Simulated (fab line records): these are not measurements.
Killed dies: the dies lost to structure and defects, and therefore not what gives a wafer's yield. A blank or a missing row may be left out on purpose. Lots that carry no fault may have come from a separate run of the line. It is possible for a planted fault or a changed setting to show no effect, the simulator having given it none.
Problem report, 8D (eight disciplines) form, completed by code -- flow nand-harc -- the parts of the form that need people (team, actions taken, sign-off) are left out

1. WHAT IS WRONG
cd-nm at NHARC_A_BLC_CD_MEAS_10 reads a mean of 110.8 nm on 1 wafer of 1 lot; wafers without a fault read 100.4 nm with a standard deviation of 0.59. Measured from the usual mean, that is +18 standard deviations.
The step: target cd 100 nm.
Earliest sighting: wafer L614.4 on cd-sem-03 at day 20 03:35. At this step, 32 wafers from 11 lots have a number in the record. Rule for "out" (also "out of limits"): further than 4 standard deviations from the usual mean. The other wafers with a number count as sound.

2. WHAT THIS IS AND IS NOT
question,is,is not
which readings at this step,cd-nm,-
which lots,L614,"L603, L604, L605, L608, L618, L619, L620, L621, L624, L626"
which wafers of those lots,L614.4,L614.1
read on which gauges,cd-sem-03,"cd-sem-01, cd-sem-02"
when,from day 20 03:35,"up to then (13 sound wafers); but 18 sound wafers of L618, L619, L620, L621, L624, L626 came after"

3. SUSPECTS, AND WHAT RULES EACH OUT
Counting: a tool at a process step up to the reading stays a suspect if it ran every lot that is out. Sound lots after the first of them don't rule it out here, since some wafers of a struck lot are sound.
- the gauge at NHARC_A_BLC_CD_MEAS_10: kept. All the wafers that are out were read on cd-sem-03, and no step on other tools shows them out.
- litho-track-04 at NHARC_A_BLC_PEB_08 (peb time 65 s): kept. It ran the lot that is out, L614 (day 20 03:31); its last sound lot up to then is L608 (day 18 02:13).
Left after counting: litho-track-04 at NHARC_A_BLC_PEB_08, cd-sem-03 at NHARC_A_BLC_CD_MEAS_10.

4. THE CAUSE (what the simulator had put in)
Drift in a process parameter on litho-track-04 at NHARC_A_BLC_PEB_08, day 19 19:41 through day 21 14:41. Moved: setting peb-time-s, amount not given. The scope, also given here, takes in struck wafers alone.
Of the 2 suspects that counting leaves, this tool is one.

5. THE EFFECT CHAIN, in route order
Each row: a reading whose mean over the struck wafers that have a number lies more than 3 standard deviations from the usual. Readings are gone through only where the record gives a usual standard deviation; hours: the median, over the lots, of the time from a lot's start at the first step in this table giving one to that lot's start at this step; sigmas: the change measured in usual standard deviations.
hours,step,reading,usual,on struck wafers,change,sigmas
0,NHARC_A_BLC_CD_MEAS_10,cd-nm,100.4 nm,110.8,+10.4,+18
At these later measuring or inspecting steps, every struck wafer for which the step has a row has a number for every such reading, and none has moved that far: NHARC_END_SORT_01.

6. HOW IT WOULD HAVE BEEN CAUGHT EARLIER
Counted from the fault's start at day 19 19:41, it took 8 hours until the first out-of-limits reading at a measuring or inspecting step in this record, taken at day 20 03:35.
Each of the lots that are out, 1 in all, had begun NHARC_A_BLC_PEB_08 on litho-track-04 no later than day 20 03:35. Had the tool been put on hold then, not one of them would have been saved.
